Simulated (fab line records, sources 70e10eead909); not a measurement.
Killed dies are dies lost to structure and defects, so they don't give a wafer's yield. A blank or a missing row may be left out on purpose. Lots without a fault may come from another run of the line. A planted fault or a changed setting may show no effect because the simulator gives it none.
A struck lot beside a sound one | flow nand_harc | 14 steps out of a route of 1302
Sound: wafers L436.1, L436.3, L436.5. Struck: wafer L429.2. (L429.1, L429.6 of the same lot were not struck and are left out.) The cause comes at the end.
At each step with rows: each side's tool, then ch and its chambers, then its first start. Under that, the readings that differ: sound wafers | struck wafers | difference of the means | sigmas: that difference in standard deviations of wafers without a fault.
alike: readings whose means differ by less than 2 such deviations, and words and numbers that are the same on both sides. not compared: withheld readings, readings that some wafer has no value for, bounds like >300 that may hide the same value, and numbers for which the record gives no deviation and whose values overlap.
The two part at a step that has a row with sigmas, a row that says differs or no value, or rows on one side only. Numbers that don't overlap but have no deviation are shown without sigmas and don't part them. A reading that every wafer of one side lacks parts them only if that side has two wafers or more.

first, 1 step without rows for these wafers: NHARC_A_CONTACT_ETCH_112 (etches the open film in C4F8/O2/Ar, time 190 s, target depth 1850 nm).
NHARC_A_CONTACT_ETCH_113: etches the open film in C4F8/O2/Ar, time 190 s, target depth 1850 nm.
  sound on har_cap_etch-01 ch 1, day 29 01:50; struck on har_cap_etch-02 ch 0, day 25 14:49
  not compared: rf_hours_counter_h, run_length_s
then, 2 steps without rows for these wafers: NHARC_A_CONTACT_ETCH_114 (etches the open film in C4F8/O2/Ar, time 190 s, target depth 1850 nm); NHARC_A_CONTACT_ETCH_115 (etches the open film in C4F8/O2/Ar, time 190 s, target depth 1850 nm).
NHARC_A_CONTACT_ETCH_116: etches the open film in C4F8/O2/Ar, time 190 s, target depth 1850 nm.
  sound on har_cap_etch-01 ch 1, day 29 02:20; struck on har_cap_etch-02 ch 0, day 25 15:19
  not compared: rf_hours_counter_h, run_length_s
then, 3 steps without rows for these wafers: NHARC_A_CONTACT_ETCH_117 (etches the open film in C4F8/O2/Ar, time 190 s, target depth 1850 nm); NHARC_A_CONTACT_ETCH_118 (etches the open film in C4F8/O2/Ar, time 190 s, target depth 1850 nm); NHARC_A_CONTACT_ETCH_119 (etches the open film in C4F8/O2/Ar, time 190 s, target depth 1850 nm).
NHARC_A_CONTACT_ETCH_120: etches the open film in C4F8/O2/Ar, time 190 s, target depth 1850 nm.
  sound on har_cap_etch-01 ch 1, day 29 03:02; struck on har_cap_etch-02 ch 0, day 25 16:00
  not compared: rf_hours_counter_h, run_length_s
then, 2 steps without rows for these wafers: NHARC_A_CONTACT_ETCH_121 (etches the open film in C4F8/O2/Ar, time 190 s, target depth 1850 nm); NHARC_A_CONTACT_ETCH_122 (etches the open film in C4F8/O2/Ar, time 190 s, target depth 1850 nm).
NHARC_A_CONTACT_ETCH_123: etches the open film in C4F8/O2/Ar, time 490 s, target depth 2110 nm.
  sound on har_cap_etch-01 ch 1, day 29 03:36; struck on har_cap_etch-02 ch 0, day 25 16:31
  alike: run_length_s
  not compared: rf_hours_counter_h
NHARC_A_CONTACT_ETCH_90: etches the open film in CH3F/O2, target depth 40 nm, time 85.7 s.
  sound on rie_diel-12 ch 1,3, day 29 04:30; struck on rie_diel-12 ch 0, day 25 17:32
  reading          | sound             | struck | difference | sigmas
  run_length_s (s) | 107.2 107.1 107.3 | 71.2   | -36.0      | -99 or more
  alike: drypump_motor_current_A, oes_product_au, rf_vpp_V, showerhead_plenum_p_Torr, throttle_valve_pct
  not compared: rf_hours_counter_h
NHARC_A_CONTACT_ETCH_96: etches the open film in C4F6/O2, target depth 20 nm, time 10 s.
  sound on rie_diel-12 ch 0,3; struck on rie_diel-12 ch 2
  reading                     | sound                | struck | difference | sigmas
  drypump_motor_current_A (A) | 5.7 5.2 5.2          | 6.4    | +1.0       | +2
  throttle_valve_pct (%)      | 26.901 26.902 26.876 | 26.917 | +0.024     | +3
  alike: oes_product_au, rf_vpp_V, run_length_s, showerhead_plenum_p_Torr
  not compared: rf_hours_counter_h

WHERE THEY PART
First at NHARC_A_CONTACT_ETCH_90; last, within this record, at NHARC_A_CONTACT_ETCH_96.

WHY: what the simulator had put in
Process parameter drift: rie_diel-12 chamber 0, from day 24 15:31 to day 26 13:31, at NHARC_A_CONTACT_ETCH_90. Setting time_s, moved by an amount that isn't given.
